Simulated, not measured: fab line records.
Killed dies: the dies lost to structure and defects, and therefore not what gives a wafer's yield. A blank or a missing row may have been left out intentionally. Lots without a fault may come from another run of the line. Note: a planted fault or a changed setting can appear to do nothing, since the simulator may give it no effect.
Matching of chambers ; flow nandHarc ; NHARC_P_ZERO_WELL_DESCUM_39 on rieDiel-08 has 4 sister chambers
The step chemistry O2, time 3 s. 18 wafers are shown with their chamber, then 9 later ones without.

## WAFERS WITH THEIR CHAMBER
wafer;chamber;showerheadPlenumPTorr (Torr);drypumpMotorCurrentA (A);oesProductAu (a.u.)
L076.1;0;1.94;5.3;0.999
L076.4;2;1.98;5.0;1.004
L076.5;3;1.96;5.9;0.996
L077.2;1;1.79;5.7;1.002
L077.4;0;1.94;5.2;1.011
L077.5;1;1.79;5.7;1.003
L079.1;3;1.95;5.9;0.992
L079.2;1;1.79;5.7;0.996
L079.3;0;1.94;5.2;0.993
L080.1;3;1.95;5.9;0.987
L080.3;1;1.79;5.7;1.007
L080.4;2;1.98;5.0;1.004
L080.2;0;1.94;5.2;0.996
L080.5;1;1.79;5.7;0.995
L080.6;2;1.98;5.0;1.011
L083.2;1;1.79;5.6;0.998
L083.3;2;1.97;5.0;1.017
L083.5;1;1.79;5.6;1.004

SIGNATURES (averages over the wafers above)
reading;chamber 0;chamber 1;chamber 2;chamber 3;scatter within a chamber
showerheadPlenumPTorr;1.9400;1.7900;1.9775;1.9533;0.00318
drypumpMotorCurrentA;5.225;5.671;5.000;5.900;0.0394
oesProductAu;0.99975;1.00071;1.00900;0.99167;0.00576
Rule: a wafer lies at a distance from a chamber equal to the root of the sum of squares, over the readings, of (its reading less the chamber's mean, divided by the reading's scatter). If the next closest chamber is less than 2 further off than the closest, the wafer can't be placed; otherwise it belongs to the closest. The scatter: take each reading less its chamber's mean, square it, sum over the shown wafers, divide by the number of wafers less the number of chambers, and take the root.

## WAFERS WHOSE CHAMBER IS MISSING
wafer;showerheadPlenumPTorr (Torr);drypumpMotorCurrentA (A);oesProductAu (a.u.)
L085.1;1.95;5.9;1.004
L085.3;1.93;5.3;1.006
L085.4;1.97;5.0;1.010
L090.1;1.97;5.0;1.014
L090.2;1.94;5.9;1.008
L090.6;1.97;5.0;1.011
L092.3;1.92;5.2;0.989
L092.4;1.94;6.0;0.994
L092.5;1.78;5.7;0.996

## EACH ONE'S CHAMBER
wafer;from the rows above;in truth
L085.1;3;3
L085.3;0;0
L085.4;2;2
L090.1;2;2
L090.2;3;3
L090.6;2;2
L092.3;0;0
L092.4;3;3
L092.5;1;1
Placed correctly: 9 of 9. Can't be placed from these rows: 0. 0 placed wrongly.
